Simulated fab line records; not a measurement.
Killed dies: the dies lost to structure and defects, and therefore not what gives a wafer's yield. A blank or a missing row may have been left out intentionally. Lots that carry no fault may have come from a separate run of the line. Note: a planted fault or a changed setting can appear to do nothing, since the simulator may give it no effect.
Chamber matching || flow nandHarc || NHARC_A_STAIRCASE_CMP_450 on cmp-03 has 4 sister chambers
The step polishes SiO2, target thk 200 nm. 4 wafers are shown with their chamber, then 9 later ones without.

== WAFERS WITH THEIR CHAMBER ==
{"wafer": "L085.4", "chamber": 3, "motorCurrentA (A)": 12.7}
{"wafer": "L092.1", "chamber": 1, "motorCurrentA (A)": 11.8}
{"wafer": "L092.2", "chamber": 0, "motorCurrentA (A)": 11.3}
{"wafer": "L092.6", "chamber": 2, "motorCurrentA (A)": 11.5}

== WAFERS WITHOUT THEIR CHAMBER ==
{"wafer": "L089.1", "motorCurrentA (A)": 10.8}
{"wafer": "L089.3", "motorCurrentA (A)": 10.9}
{"wafer": "L089.6", "motorCurrentA (A)": 12.6}
{"wafer": "L096.1", "motorCurrentA (A)": 12.5}
{"wafer": "L096.2", "motorCurrentA (A)": 11.9}
{"wafer": "L096.6", "motorCurrentA (A)": 12.0}
{"wafer": "L093.1", "motorCurrentA (A)": 12.0}
{"wafer": "L093.3", "motorCurrentA (A)": 11.6}
{"wafer": "L093.6", "motorCurrentA (A)": 11.7}

== WHICH CHAMBER EACH WENT THROUGH ==
{"wafer": "L089.1", "from the rows above": "can't be placed: 0 or 2 or 1", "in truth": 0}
{"wafer": "L089.3", "from the rows above": "can't be placed: 0 or 2 or 1", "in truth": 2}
{"wafer": "L089.6", "from the rows above": 3, "in truth": 3}
{"wafer": "L096.1", "from the rows above": "can't be placed: 3 or 1", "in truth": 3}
{"wafer": "L096.2", "from the rows above": "can't be placed: 1 or 2 or 0", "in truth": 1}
{"wafer": "L096.6", "from the rows above": "can't be placed: 1 or 2 or 0 or 3", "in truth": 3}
{"wafer": "L093.1", "from the rows above": "can't be placed: 1 or 2 or 0 or 3", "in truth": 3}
{"wafer": "L093.3", "from the rows above": "can't be placed: 2 or 1 or 0", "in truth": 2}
{"wafer": "L093.6", "from the rows above": "can't be placed: 1 or 2 or 0", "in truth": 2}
Placed correctly: 1 of 9. Not placeable from these rows: 8 (in 8, the candidates include the true chamber). Placed wrongly: 0.
How it was worked out, from the rows above alone: a wafer's distance from a chamber is the root of the sum, over the readings, of the square of ((its reading less the chamber's mean) divided by the reading's scatter). The wafer belongs to the nearest chamber; if the next one is less than 2 further off, it can't be placed. The mean given for a chamber averages the wafers shown for that chamber. The scatter: with one shown wafer a chamber, the root of the mean of the squares of how far each hidden wafer lies from its nearest shown one.
